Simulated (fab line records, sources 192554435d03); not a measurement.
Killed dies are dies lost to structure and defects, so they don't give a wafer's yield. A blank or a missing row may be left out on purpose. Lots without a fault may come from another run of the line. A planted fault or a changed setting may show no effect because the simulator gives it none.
Which tool did it? | flow n5_finfet | 10 lots, 27 wafers sampled, at 5 steps of a route of 1938

WHAT THE GAUGES READ, wafer by wafer
N5_BEOL_M4_CD_MEAS_35: target cd 18 nm, target cd y 22.4 nm. Usual: cd_nm 18.0 nm, standard deviation 0.33.
lot  | measured     | on        | cd_nm (nm)     | flag
L363 | day 8 13:19  | cd_sem-03 | 18.2 18.0 17.8 |
L366 | day 9 12:05  | cd_sem-01 | 18.3 17.6      |
L367 | day 8 20:08  | cd_sem-02 | 18.4 18.2      |
L368 | day 9 12:57  | cd_sem-03 | 18.1 18.0 18.7 |
L370 | day 10 17:44 | cd_sem-02 | 17.8 18.4 17.7 |
L371 | day 10 17:10 | cd_sem-01 | 17.7 18.1 18.0 |
L372 | day 11 06:11 | cd_sem-02 | 17.6 17.4 18.0 |
L374 | day 12 06:52 | cd_sem-01 | 18.4 17.9      |
L376 | day 12 21:15 | cd_sem-01 | 18.3 17.9 18.2 |
L377 | day 12 14:35 | cd_sem-01 | 18.2 18.5 18.2 |

N5_BEOL_M4_RC_MEAS_101. Usual: CJ_P 5.82, standard deviation 0.23; DIBL_N 36.5 mV/V, standard deviation 1.9; DIBL_P 36.4 mV/V, standard deviation 2.2; IOFF_N 0.17 nA/um, standard deviation 0.034; IOFF_P 0.21 nA/um, standard deviation 0.036; ION_N 678 uA/um, standard deviation 12; ION_P 462 uA/um, standard deviation 7.1; REXT_P 99.3 ohm.um, standard deviation 2.3; SS_N 71.7 mV/dec, standard deviation 0.61; SS_P 73.4 mV/dec, standard deviation 0.71; VT_N 249 mV, standard deviation 3.5; VT_P -251 mV, standard deviation 3; VT_P_LVT -98.7 mV, standard deviation 2.8.
lot  | measured     | on        | CJ_P           | DIBL_N (mV/V)  | DIBL_P (mV/V)  | IOFF_N (nA/um) | IOFF_P (nA/um) | ION_N (uA/um) | ION_P (uA/um) | REXT_P (ohm.um)   | SS_N (mV/dec)  | SS_P (mV/dec)  | VT_N (mV)   | VT_P (mV)      | VT_P_LVT (mV)        | flag
L363 | day 8 17:50  | prober-01 | 5.71 5.69 5.57 | 37.7 36.6 37.5 | 37.9 37.3 37.5 | 0.21 0.18 0.19 | 0.25 0.23 0.23 | 689 679 683   | 467 465 461   | 101.6 100.8 101.4 | 72.5 71.9 72.7 | 74.7 74.8 73.5 | 244 248 246 | -249 -250 -251 | -95.1 -95.2 -96.8    |
L366 | day 9 16:39  | prober-01 | 6.02 5.94      | 32.0 36.2      | 31.3 37.0      | 0.11 0.19      | 0.16 0.25      | 660 694       | 462 475       | 99.5 99.7         | 70.6 71.7      | 72.4 73.5      | 256 246     | -253 -248      | -101.9 -96.0         |
L367 | day 9 01:02  | prober-01 | 5.98 5.48      | 34.2 34.4      | 34.7 34.6      | 0.15 0.15      | 0.20 0.20      | 675 676       | 464 471       | 99.7 99.0         | 70.5 70.9      | 72.9 73.6      | 249 250     | -249 -248      | -94.0 -93.5          |
L368 | day 9 17:25  | prober-02 | 5.57 5.35 5.78 | 38.1 35.4 39.0 | 38.5 33.8 39.9 | 0.20 0.14 0.22 | 0.25 0.18 0.28 | 687 670 688   | 464 456 473   | 103.6 105.1 102.3 | 71.9 71.4 72.3 | 73.6 72.7 74.6 | 246 251 245 | -249 -252 -248 | -96.5 -100.8 -95.1   |
L370 | day 10 22:04 | prober-02 | 6.02 5.71 5.95 | 34.9 35.3 34.3 | 34.9 33.9 33.7 | 0.15 0.15 0.14 | 0.20 0.19 0.19 | 681 666 667   | 470 458 469   | 101.1 102.9 102.2 | 71.3 71.8 71.0 | 73.2 72.7 72.7 | 247 249 250 | -250 -248 -253 | -99.1 -100.1 -99.3   |
L371 | day 10 21:35 | prober-01 | 5.87 5.49 6.18 | 36.3 36.0 35.0 | 34.0 33.9 32.9 | 0.13 0.13 0.12 | 0.17 0.16 0.16 | 664 671 658   | 456 453 458   | 97.4 97.8 96.2    | 70.8 70.9 71.3 | 72.6 73.0 72.2 | 253 252 256 | -258 -255 -256 | -101.4 -101.7 -100.9 |
L372 | day 11 09:53 | prober-01 | 5.82 5.93 5.78 | 38.7 37.5 36.0 | 38.9 38.0 35.6 | 0.20 0.18 0.14 | 0.23 0.21 0.17 | 692 691 664   | 470 467 457   | 98.2 98.2 98.9    | 72.4 72.1 71.6 | 74.4 73.2 73.2 | 244 249 254 | -250 -252 -256 | -97.5 -99.2 -101.8   |
L374 | day 12 10:33 | prober-02 | 6.00 6.18      | 35.0 35.8      | 34.6 35.2      | 0.12 0.13      | 0.17 0.18      | 667 664       | 456 452       | 100.7 102.4       | 71.5 71.1      | 72.6 72.2      | 256 254     | -254 -252      | -101.4 -100.7        |
L376 | day 13 01:29 | prober-01 | 3.39 3.68 3.51 | 37.5 38.6 37.2 | 34.1 37.0 35.1 | 0.16 0.19 0.16 | 0.12 0.16 0.13 | 668 682 672   | 400 402 405   | 109.8 106.6 109.4 | 72.7 71.7 72.5 | 72.9 73.0 72.7 | 253 247 254 | -267 -259 -261 | -109.9 -107.6 -110.7 | OFF
L377 | day 12 18:41 | prober-02 | 3.19 3.87 3.87 | 39.9 35.5 37.2 | 38.5 32.8 34.6 | 0.25 0.16 0.18 | 0.20 0.13 0.16 | 707 663 674   | 414 407 418   | 108.5 109.7 107.1 | 72.9 71.0 72.1 | 74.8 73.1 73.9 | 245 251 249 | -256 -259 -257 | -102.0 -105.7 -105.4 | OFF

WHICH TOOL RAN EACH LOT (tool, then ch and the chambers of the sampled wafers, then the start)
lot  | N5_SD_EPI_P_SD_RECESS_17        | N5_BEOL_M4_ETCH_41                            | N5_BEOL_M4_SURFACE_TREAT_85
L363 | rie_si-06 ch 0,1,2, day 3 09:09 | rie_diel-04 ch 1,3, day 8 13:19 or earlier    | pvd_sputter-02, day 8 14:28
L366 | rie_si-01 ch 1,3, day 4 02:58   | rie_diel-01 ch 1,2, day 9 12:05 or earlier    | pvd_sputter-03, day 9 13:29
L367 | rie_si-01 ch 3, day 4 05:51     | rie_diel-01 ch 1, day 8 20:08 or earlier      | pvd_sputter-01, day 8 20:57
L368 | rie_si-01 ch 0,1,2, day 4 14:16 | rie_diel-03 ch 1,2, day 9 12:57 or earlier    | pvd_sputter-03, day 9 13:46
L370 | rie_si-06 ch 2,3, day 5 02:05   | rie_diel-01 ch 0,2,3, day 10 17:44 or earlier | pvd_sputter-01, day 10 18:32
L371 | rie_si-06 ch 0,1,3, day 5 10:11 | rie_diel-01 ch 1,3, day 10 17:10 or earlier   | pvd_sputter-03, day 10 18:18
L372 | rie_si-02 ch 0,2, day 5 14:30   | rie_diel-01 ch 1,2, day 11 06:11 or earlier   | pvd_sputter-01, day 11 06:38
L374 | rie_si-06 ch 0,1, day 6 02:29   | rie_diel-04 ch 0,3, day 12 06:52 or earlier   | pvd_sputter-02, day 12 07:19
L376 | rie_si-06 ch 1,2, day 6 15:18   | rie_diel-04 ch 0,1, day 12 21:15 or earlier   | pvd_sputter-03, day 12 22:14
L377 | rie_si-06 ch 1,2,3, day 6 21:06 | rie_diel-01 ch 1,2, day 12 14:35 or earlier   | pvd_sputter-03, day 12 15:13
- N5_SD_EPI_P_SD_RECESS_17: chemistry HBr/Cl2/O2, target depth 39.1 nm, bt time 3 s.
- N5_BEOL_M4_ETCH_41: etches SiCN in CH3F/O2, target depth 29.9 nm, time 52.5 s.
- N5_BEOL_M4_SURFACE_TREAT_85

WHAT THE TOOLS THEMSELVES READ (means of the sampled wafers that have a number; where no wafer has one, the mark that the record gives instead)
N5_SD_EPI_P_SD_RECESS_17. Usual: drypump_motor_current_A 5.8 A, standard deviation 0.41; oes_product_au 1.001 a.u., standard deviation 0.013; throttle_valve_pct 37.06 %, standard deviation 0.22.
lot  | tool      | drypump_motor_current_A (A) | oes_product_au (a.u.) | throttle_valve_pct (%) | flag
L363 | rie_si-06 | 5.5                         | 1.022                 | 37.16                  |
L366 | rie_si-01 | 6.1                         | 1.001                 | 37.10                  |
L367 | rie_si-01 | 6.3                         | 0.994                 | 37.09                  |
L368 | rie_si-01 | 5.9                         | 0.995                 | 37.13                  |
L370 | rie_si-06 | 5.8                         | 1.005                 | 36.78                  |
L371 | rie_si-06 | 5.8                         | 1.006                 | 36.85                  |
L372 | rie_si-02 | 5.5                         | 1.003                 | 37.06                  |
L374 | rie_si-06 | 5.7                         | 1.003                 | 36.96                  |
L376 | rie_si-06 | 5.3                         | 1.016                 | 37.14                  |
L377 | rie_si-06 | 5.6                         | 1.013                 | 36.97                  |

N5_BEOL_M4_ETCH_41. Usual: drypump_motor_current_A 5.5 A, standard deviation 0.41; mfc_ar_sccm 150.1 sccm, standard deviation 0.43; oes_product_au 0.84 a.u., standard deviation 0.073; rf_vpp_V 297.6 V, standard deviation 1.9; showerhead_plenum_p_Torr 2.02 Torr, standard deviation 0.075; throttle_valve_pct 16.24 %, standard deviation 0.18.
lot  | tool        | drypump_motor_current_A (A) | mfc_ar_sccm (sccm) | oes_product_au (a.u.) | rf_vpp_V (V) | showerhead_plenum_p_Torr (Torr) | throttle_valve_pct (%) | flag
L363 | rie_diel-04 | 6.1                         | 149.9              | 0.91                  | 298.7        | 2.07                            | 16.35                  |
L366 | rie_diel-01 | 5.6                         | 150.2              | 0.80                  | 295.1        | 1.97                            | 16.31                  |
L367 | rie_diel-01 | 5.3                         | 150.1              | 0.94                  | 297.0        | 2.05                            | 16.03                  |
L368 | rie_diel-03 | 5.4                         | 150.4              | 0.84                  | 298.2        | 2.06                            | 16.13                  |
L370 | rie_diel-01 | 5.4                         | 150.0              | 0.91                  | 299.0        | 2.05                            | 16.17                  |
L371 | rie_diel-01 | 5.1                         | 150.1              | 0.89                  | 298.2        | 2.04                            | 16.08                  |
L372 | rie_diel-01 | 5.7                         | 150.7              | 0.94                  | 299.8        | 2.11                            | 16.15                  |
L374 | rie_diel-04 | 5.5                         | 149.9              | 0.88                  | 297.6        | 2.04                            | 16.29                  |
L376 | rie_diel-04 | 6.0                         | 150.5              | 0.85                  | 295.9        | 1.96                            | 16.49                  |
L377 | rie_diel-01 | 5.5                         | 149.9              | 0.89                  | 297.9        | 2.07                            | 16.13                  |

THE ANSWER, worked out from the rows above alone
Rule: a lot is off if the mean of its wafers that have a number lies more than 3 standard deviations from the usual mean. A lot without any number at a reading at which 4 lots or more have one is off too. The other lots that the step has rows for count as sound. The gauges are gone through in route order, then the tools' own readings, and for those a lot's mean is taken as printed above. The first step at which some lot is off is used, and at that step the reading that is off furthest; a lot without a number counts as furthest.
Off: L376, L377, at N5_BEOL_M4_RC_MEAS_101 (CJ_P).
A tool fits if, at a process step before that reading, it ran every lot that is off, and no sound lot after the first of them. The gauges at N5_BEOL_M4_RC_MEAS_101 are tried like those tools. N5_BEOL_M4_ETCH_41 gives no start for some lots, so the hours and the order of its lots are those of N5_BEOL_M4_CD_MEAS_35. Can't be told from this: 2 tools fit, rie_si-06 at N5_SD_EPI_P_SD_RECESS_17, pvd_sputter-03 at N5_BEOL_M4_SURFACE_TREAT_85.

WHAT THE SIMULATOR HAD PUT IN
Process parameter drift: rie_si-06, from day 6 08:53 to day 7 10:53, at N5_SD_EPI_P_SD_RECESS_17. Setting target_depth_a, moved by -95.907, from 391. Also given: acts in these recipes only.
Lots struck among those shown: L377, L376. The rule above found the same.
